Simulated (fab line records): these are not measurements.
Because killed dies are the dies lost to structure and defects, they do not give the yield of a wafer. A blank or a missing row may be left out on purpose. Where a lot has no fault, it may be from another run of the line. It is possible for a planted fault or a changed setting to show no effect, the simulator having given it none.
fab line records | flow n5-finfet | part 1 of 2: steps 1 to 3 of 6
record: lots: 22 wafers: 66 last-day: 17
route steps=1938 shown MOL_CONTACT_COAG@554 BEOL_M0_SAQP@632
lots untouched by any fault: they come from a run of this same line in which no faults occurred
start-h: start of the lot's first displayed wafer, in hours after the record's first day | wait-h: time in hours since the lot's previous step | " unchanged from the row above | L1.1+2: several wafers, shown together as one row | - no value, or no start given | * or withheld: withheld | < > ~ a bound
route shown NAME@n: names a module that has steps shown in the file, with the first one's number in the route | usual: average and standard deviation across the fault-free wafers | same: alike in all rows | chamber/n: place in a boat | sites: per-site readings | _std_site: the values' standard deviation | _edge_site: outer sites' mean less inner sites' | radius-mm: for every site, how far away it sits from the centre of the wafer | mask NAME#n: copy n | behind: tool/chamber where the wafer was last shaped | hold: reason for holding the lot/hours on hold/outcome of the hold | device: the n, p or np transistor that did not switch | end of line: tests run on the same wafers once the route is complete | a step given without rows: its recipe and nothing more | killed: not the wafer's yield, but the dies lost to structure and defects at the first sort | map: dies across one wafer; x = killed, . = not, _ = none there
set.NAME: setting as actually run; set.NAME@STEP: the setting as run at that earlier step | model.NAME: the simulator's own value behind a step, which no gauge read
one table for each step of the route and one row for each wafer, over a sample of lots
services: the hour from which a tool's chamber was out of use, counted from the record's first day as start-h (under 0 if before that day), plus the number of hours and why
== steps ==
step: N5_MOL_CONTACT_COAG_CMP_23
recipe: stop-on: SiO2 t-overpolish-s: 1.5 post-cmp-clean: cu-alkaline down-force-psi: 2 platen-rpm: 50.289 pad-velocity-m-s: 1.0006 target-thk-nm: 0
usual: motor-current-A: 8.0/0.83 overpolish-run-s: 1.500/0.0088 pad-life-wafers: 1194/760 time-to-endpoint-s: 9.6/2.4
columns lot.wafer tool chamber start-h wait-h motor-current-A overpolish-run-s pad-life-wafers time-to-endpoint-s
L074.3 cmp-03 0 93.88 0.0 8.2 1.501 1104 8.5
L074.2 " 2 " " 9.7 1.486 1106 5.5
L074.5 " 0 " " 7.9 1.489 - 7.9
L075.3 cmp-02 1 96.76 0.0 8.2 1.509 1704 8.6
L075.4 " 3 " " 7.4 1.513 1706 7.5
L075.2 " 0 " " 7.6 1.517 1707 11.5
L076.1 cmp-02 1 106.55 0.1 8.3 1.490 1783 7.5
L076.2 " 3 " " 7.0 1.501 1785 7.0
L076.5 " 0 " " 7.9 1.493 - 8.7
L077.1 cmp-02 0 114.17 0.0 8.1 1.494 1848 11.6
L077.2 " 2 " " 8.6 1.505 1850 12.2
L077.3 " 3 " " 7.2 1.505 1851 11.3
L078.3 cmp-02 2 115.08 0.1 8.4 1.500 1861 13.7
L078.2 " 3 " " 7.2 1.495 1862 9.1
L078.6 " 1 " " 8.3 1.497 - 9.9
L079.1 cmp-02 3 120.83 0.0 7.3 1.490 1914 7.0
L079.4 " 2 " " 8.3 1.509 1917 10.1
L079.5 " 0 " " 7.5 1.500 - 9.6
L080.3 cmp-04 0 132.12 0.1 7.4 1.493 1309 8.6
L080.2 " 1 " " 7.8 1.488 1310 9.8
L080.6 " 0 " " 7.4 1.488 - 9.6
L081.1 cmp-03 2 136.08 0.0 9.5 1.501 1416 4.1
L081.3 " 1 " " 9.4 1.504 1419 11.7
L081.6 " 3 " " 9.9 1.507 - 10.3
L082.2 cmp-02 1 140.81 0.1 8.3 1.511 1 8.7
L082.3 " 2 " " 8.6 1.510 2 14.3
L082.5 " 0 " " 7.3 1.520 - 13.2
L083.2 cmp-02 1 144.64 0.0 7.9 1.503 48 9.1
L083.1 " 3 " " 7.4 1.498 50 7.5
L083.6 " 1 " " 8.4 1.499 - 9.6
L084.3 cmp-04 0 157.64 0.0 7.4 1.501 1524 6.9
L084.2 " 3 " " 6.5 1.499 1527 5.9
L084.6 " 0 " " 6.9 1.510 - 10.2
L085.1 cmp-04 0 158.16 0.0 7.2 1.505 1530 10.5
L085.3 " 1 " " 7.7 1.496 1531 7.9
L085.2 " 3 " " 6.3 1.499 1533 7.7
L086.3 cmp-04 1 170.22 0.1 8.1 1.523 1658 7.0
L086.5 " 3 " " 6.3 1.491 - 7.9
L086.6 " 0 " " 7.2 1.513 - 8.9
L087.3 cmp-04 1 174.98 0.1 7.9 1.505 1711 4.6
L087.4 " 2 " " 8.0 1.490 1712 8.5
L087.5 " 1 " " 7.9 1.515 - 3.0
L088.4 cmp-02 0 178.37 0.0 7.9 1.509 222 13.9
L088.1 " 1 " " 8.2 1.504 223 10.9
L088.5 " 1 " " 8.1 1.498 - 12.7
L089.2 cmp-02 3 182.30 0.0 7.2 1.504 270 6.8
L089.1 " 1 " " 8.1 1.504 272 9.6
L089.6 " 3 " " 7.5 1.506 - 9.1
L090.4 cmp-03 2 188.90 0.0 9.3 1.477 1836 7.1
L090.3 " 0 " " 8.1 1.504 1838 9.0
L090.5 " 3 " " 9.4 1.507 - 8.7
L091.3 cmp-02 0 196.46 0.1 7.6 1.511 380 10.5
L091.2 " 1 " " 8.2 1.492 381 8.9
L091.6 " 2 " " 8.3 1.496 - 12.2
L092.2 cmp-02 2 201.25 0.1 8.2 1.512 421 11.5
L092.1 " 3 " " 7.3 1.508 422 6.9
L092.5 " 1 " " 8.1 1.494 - 9.6
L093.2 cmp-04 1 207.26 0.0 7.9 1.495 1962 11.1
L093.1 " 0 " " 7.6 1.490 1965 13.2
L093.5 " 2 " " 7.7 1.499 - 14.7
L094.4 cmp-03 0 210.08 0.0 8.4 1.513 1998 8.9
L094.1 " 2 " " 8.6 1.492 2000 5.6
L094.2 " 3 " " 9.4 1.501 2001 9.6
L097.1 cmp-04 3 230.82 0.0 6.1 1.492 6 7.7
L097.4 " 0 " " 7.5 1.505 7 9.3
L097.6 " 0 " " 6.9 1.496 - 9.3
step: N5_MOL_CONTACT_COAG_DESCUM_88
recipe: chemistry: O2 time-s: 7 source-power-w: 50 bias-power-w: 20 pressure-mtorr: 20 rf-frequency-hz: 2.712e+07 temp-c: 40 resist: CAR-EUV o2-flow-sccm: 225
usual: drypump-motor-current-A: 5.7/0.32 o2-flow-sccm: 225.0/0.78 oes-product-au: 0.75/0.06 rf-vpp-V: 243.2/1.6 showerhead-plenum-p-Torr: 2.09/0.083 throttle-valve-pct: 20.48/0.22
columns lot.wafer tool chamber start-h wait-h drypump-motor-current-A o2-flow-sccm oes-product-au rf-hours-counter-h rf-vpp-V showerhead-plenum-p-Torr throttle-valve-pct
L074.2 rie-diel-06 1 101.22 0.0 5.4 224.5 0.76 175 242.6 2.09 20.77
L074.3 " 0 " " 5.8 225.4 0.76 147 245.8 2.18 20.49
L074.5 " 0 " " 5.8 225.2 0.75 - 244.2 2.18 20.49
L075.2 rie-diel-06 1 103.01 0.2 5.4 225.6 0.76 175 243.5 2.09 20.79
L075.3 " 3 " " 5.2 224.4 0.77 148 242.2 2.01 20.16
L075.4 " 0 " " 5.8 225.8 0.76 147 244.9 2.18 20.51
L076.1 rie-diel-06 2 110.35 0.0 6.3 224.2 0.72 230 240.2 1.97 20.63
L076.2 " 1 " " 5.4 224.5 0.77 177 242.3 2.09 20.79
L076.5 " 2 " " 6.3 224.6 0.73 - 240.3 1.97 20.63
L077.1 rie-diel-06 1 118.68 0.2 5.5 224.7 0.75 180 242.0 2.09 20.79
L077.2 " 3 " " 5.2 224.8 0.77 154 242.1 2.01 20.17
L077.3 " 0 " " 5.8 223.7 0.74 154 244.4 2.18 20.51
L078.2 rie-diel-03 2 119.14 0.0 6.1 224.7 0.71 202 244.0 2.07 20.22
L078.3 " 3 " " 5.9 225.0 0.89 32 244.7 2.25 20.42
L078.6 " 3 " " 5.9 225.2 0.89 - 244.7 2.25 20.43
L079.1 rie-diel-06 1 124.53 0.0 5.4 225.4 0.76 182 242.7 2.09 20.78
L079.4 " 2 " " 6.3 225.5 0.72 - 243.0 1.97 20.62
L079.5 " 0 " " 5.8 224.4 0.75 - 244.3 2.18 20.50
L080.2 rie-diel-03 2 136.01 0.0 6.1 224.4 0.72 207 243.0 2.07 20.23
L080.3 " 3 " " 5.9 225.4 0.88 37 244.2 2.25 20.44
L080.6 " 0 " " 5.6 224.6 0.79 - 239.9 2.00 20.32
L081.1 rie-diel-02 2 139.89 0.0 5.4 224.8 0.73 209 242.1 2.05 20.22
L081.3 " 0 " " 5.6 224.0 0.70 203 243.5 2.09 20.41
L081.6 " 0 " " 5.6 224.2 0.71 - 242.7 2.09 20.40
L082.2 rie-diel-02 2 144.47 0.0 5.4 223.2 0.73 210 242.9 2.05 20.25
L082.3 " 1 " " 5.9 224.6 0.73 201 245.6 2.16 20.62
L082.5 " 0 " " 5.5 225.9 0.69 - 243.3 2.09 20.42
L083.1 rie-diel-03 0 148.77 0.2 5.6 224.7 0.78 137 241.8 2.00 20.33
L083.2 " 2 " " 6.1 226.1 0.71 211 244.7 2.07 20.22
L083.6 " 2 " " 6.1 225.8 0.71 - 243.2 2.07 20.23
L084.2 rie-diel-06 2 162.04 0.0 6.3 225.7 0.69 249 240.8 1.97 20.67
L084.3 " 0 " " 5.8 223.5 0.73 170 244.7 2.17 20.52
L084.6 " 3 " " 5.2 224.7 0.75 - 241.3 2.00 20.18
L085.1 rie-diel-03 3 162.40 0.0 5.9 224.3 0.87 46 244.5 2.24 20.45
L085.2 " 0 " " 5.6 226.2 0.77 142 243.4 1.99 20.34
L085.3 " 1 " " 5.3 224.7 0.71 182 244.2 2.16 20.38
L086.3 rie-diel-06 0 174.07 0.3 5.8 225.0 0.73 175 243.9 2.17 20.53
L086.5 " 1 " " 5.4 225.3 0.73 - 243.1 2.08 20.82
L086.6 " 3 " " 5.2 224.8 0.75 - 241.8 2.00 20.19
L087.3 rie-diel-02 3 179.54 0.0 5.6 225.4 0.73 211 241.8 2.07 20.89
L087.4 " 2 " " 5.4 224.0 0.72 226 242.8 2.05 20.25
L087.5 " 1 " " 5.8 225.1 0.72 - 242.6 2.16 20.66
L088.1 rie-diel-02 2 183.23 0.0 5.4 225.2 0.72 226 242.5 2.05 20.25
L088.4 " 3 " " 5.6 224.5 0.73 211 241.4 2.07 20.89
L088.5 " 1 " " 5.9 225.1 0.72 - 244.0 2.16 20.66
L089.1 rie-diel-03 3 186.30 0.1 5.9 224.5 0.85 54 245.3 2.24 20.46
L089.2 " 0 " " 5.5 225.0 0.77 151 241.7 1.99 20.35
L089.6 " 1 " " 5.3 224.4 0.70 - 244.8 2.16 20.44
L090.3 rie-diel-03 0 193.08 0.3 5.5 225.3 0.76 153 241.6 1.99 20.35
L090.4 " 1 " " 5.3 225.4 0.70 193 243.9 2.16 20.42
L090.5 " 1 " " 5.3 224.5 0.70 - 244.9 2.16 20.43
L091.2 rie-diel-03 0 200.13 0.0 5.5 226.3 0.77 156 240.1 1.99 20.37
L091.3 " 3 " " 5.9 224.7 0.86 59 245.3 2.24 20.47
L091.6 " 3 " " 5.9 224.9 0.86 - 245.1 2.24 20.45
L092.1 rie-diel-06 3 205.26 0.2 5.2 224.2 0.74 177 241.1 2.00 20.21
L092.2 " 1 " " 5.4 225.0 0.72 216 241.3 2.08 20.85
L092.5 " 2 " " 6.3 224.9 0.96 - 247.1 2.23 20.16
L093.1 rie-diel-06 1 210.96 0.0 5.4 224.7 0.73 218 244.0 2.08 20.85
L093.2 " 2 " " 6.3 225.0 0.97 5 245.3 2.23 20.13
L093.5 " 2 " " 6.3 223.6 0.96 - 246.0 2.22 20.14
L094.1 rie-diel-03 2 213.77 0.0 6.1 224.4 0.68 234 242.1 2.06 20.24
L094.2 " 1 " " 5.3 224.3 0.69 202 243.2 2.16 20.44
L094.4 " 0 " " 5.5 224.5 0.77 161 241.5 1.99 20.36
L097.1 rie-diel-02 1 234.69 0.0 5.9 224.1 0.71 228 245.5 2.15 20.68
L097.4 " 0 " " 5.6 224.6 0.67 236 245.0 2.08 20.45
L097.6 " 2 " " 5.4 224.4 0.70 - 241.7 2.04 20.30
step: N5_MOL_CONTACT_COAG_ETCHBACK_134
recipe: chemistry: CHF3 target: SiO2 target-depth-a: 100 time-s: 6.7 ion-energy-ev: 200 pressure-mtorr: 30 source-w: 610 bias-w: 170 Ar_flow_sccm: 200 CHF3_flow_sccm: 50
usual: drypump-motor-current-A: 5.7/0.34 oes-product-au: 0.74/0.057 rf-vpp-V: 522/10 showerhead-plenum-p-Torr: 2.38/0.083 throttle-valve-pct: 18.77/0.22
columns lot.wafer tool chamber start-h wait-h drypump-motor-current-A oes-product-au rf-hours-counter-h rf-vpp-V showerhead-plenum-p-Torr throttle-valve-pct
L074.2 rie-diel-06 3 103.12 0.2 5.2 0.75 148 515 2.28 18.43
L074.3 " 0 " " 5.8 0.75 147 517 2.48 18.79
L074.5 " 3 " " 5.3 0.75 - 516 2.28 18.44
L075.2 rie-diel-06 3 104.58 0.1 5.2 0.76 148 515 2.28 18.46
L075.3 " 0 " " 5.8 0.76 148 517 2.48 18.77
L075.4 " 2 " " 6.3 0.71 228 514 2.26 18.98
L076.1 rie-diel-06 3 112.31 0.3 5.3 0.75 151 516 2.28 18.44
L076.2 " 1 " " 5.4 0.75 178 548 2.38 19.06
L076.5 " 2 " " 6.3 0.72 - 513 2.26 18.99
L077.1 rie-diel-02 3 120.37 0.1 5.6 0.75 187 520 2.37 19.17
L077.2 " 0 " " 5.6 0.69 196 525 2.36 18.60
L077.3 " 1 " " 5.9 0.74 192 532 2.45 18.89
L078.2 rie-diel-06 2 120.89 0.1 6.3 0.70 233 514 2.26 19.01
L078.3 " 0 " " 5.8 0.74 154 518 2.47 18.79
L078.6 " 0 " " 5.8 0.75 - 518 2.47 18.80
L079.1 rie-diel-02 1 126.22 0.1 5.9 0.74 194 532 2.45 18.90
L079.4 " 0 " " 5.5 0.70 198 523 2.36 18.61
L079.5 " 0 " " 5.6 0.70 - 526 2.36 18.63
L080.2 rie-diel-02 2 137.90 0.1 5.4 0.73 208 523 2.36 18.66
L080.3 " 1 " " 5.9 0.73 198 531 2.45 18.90
L080.6 " 1 " " 5.9 0.73 - 534 2.45 18.90
L081.1 rie-diel-06 1 141.70 0.1 5.4 0.75 190 547 2.38 19.07
L081.3 " 2 " " 6.3 0.70 242 512 2.26 19.02
L081.6 " 0 " " 5.8 0.75 - 518 2.47 18.84
L082.2 rie-diel-02 1 146.40 0.1 5.8 0.73 201 532 2.45 18.90
L082.3 " 2 " " 5.4 0.72 211 526 2.36 18.69
L082.5 " 2 " " 5.4 0.72 - 528 2.36 18.67
L083.1 rie-diel-02 3 150.85 0.2 5.6 0.74 199 520 2.36 19.20
L083.2 " 2 " " 5.4 0.73 213 524 2.36 18.67
L083.6 " 2 " " 5.4 0.73 - 527 2.36 18.68
L084.2 rie-diel-06 0 163.76 0.1 5.8 0.73 171 519 2.47 18.83
L084.3 " 3 " " 5.2 0.75 160 517 2.28 18.48
L084.6 " 3 " " 5.2 0.75 - 516 2.28 18.45
L085.1 rie-diel-06 2 164.17 0.1 6.2 0.70 249 513 2.26 19.03
L085.2 " 3 " " 5.2 0.75 160 515 2.28 18.47
L085.3 " 1 " " 5.4 0.74 198 545 2.37 19.10
L086.3 rie-diel-02 0 176.06 0.1 5.6 0.69 216 523 2.35 18.65
L086.5 " 1 " " 5.8 0.73 - 531 2.45 18.92
L086.6 " 0 " " 5.6 0.69 - 524 2.35 18.65
L087.3 rie-diel-03 3 181.73 0.1 5.9 0.85 52 527 2.49 18.51
L087.4 " 1 " " 5.3 0.70 189 506 2.45 18.67
L087.5 " 3 " " 5.9 0.85 - 527 2.49 18.49
L088.1 rie-diel-03 1 185.96 0.1 5.3 0.71 190 505 2.45 18.71
L088.4 " 0 " " 5.6 0.77 151 519 2.28 18.74
L088.5 " 2 " " 6.1 0.70 - 514 2.35 18.60
L089.1 rie-diel-02 1 188.32 0.1 5.9 0.72 216 533 2.44 18.92
L089.2 " 0 " " 5.6 0.67 219 524 2.35 18.64
L089.6 " 2 " " 5.4 0.72 - 525 2.35 18.73
L090.3 rie-diel-03 3 194.64 0.1 5.9 0.85 57 527 2.49 18.50
L090.4 " 2 " " 6.1 0.70 227 511 2.35 18.59
L090.5 " 2 " " 6.1 0.70 - 513 2.35 18.60
L091.2 rie-diel-03 2 201.82 0.1 6.1 0.70 230 512 2.35 18.61
L091.3 " 3 " " 5.9 0.84 59 528 2.49 18.51
L091.6 " 2 " " 6.1 0.70 - 512 2.35 18.60
L092.1 rie-diel-06 3 206.86 0.1 5.2 0.72 178 515 2.27 18.51
L092.2 " 0 " " 5.8 0.72 188 518 2.46 18.86
L092.5 " 2 " " 6.3 0.96 - 521 2.54 18.54
L093.1 rie-diel-03 3 212.64 0.1 5.9 0.84 63 528 2.49 18.52
L093.2 " 0 " " 5.6 0.76 160 519 2.28 18.76
L093.5 " 0 " " 5.6 0.76 - 519 2.28 18.75
L094.1 rie-diel-06 0 215.53 0.1 5.8 0.72 191 518 2.46 18.86
L094.2 " 3 " " 5.3 0.72 180 516 2.27 18.49
L094.4 " 1 " " 5.4 0.73 219 546 2.37 19.13
L097.1 rie-diel-06 3 236.69 0.5 5.2 0.72 186 514 2.27 18.49
L097.4 " 1 " " 5.4 0.71 226 546 2.36 19.13
L097.6 " 2 " " 6.2 0.93 - 521 2.54 18.56
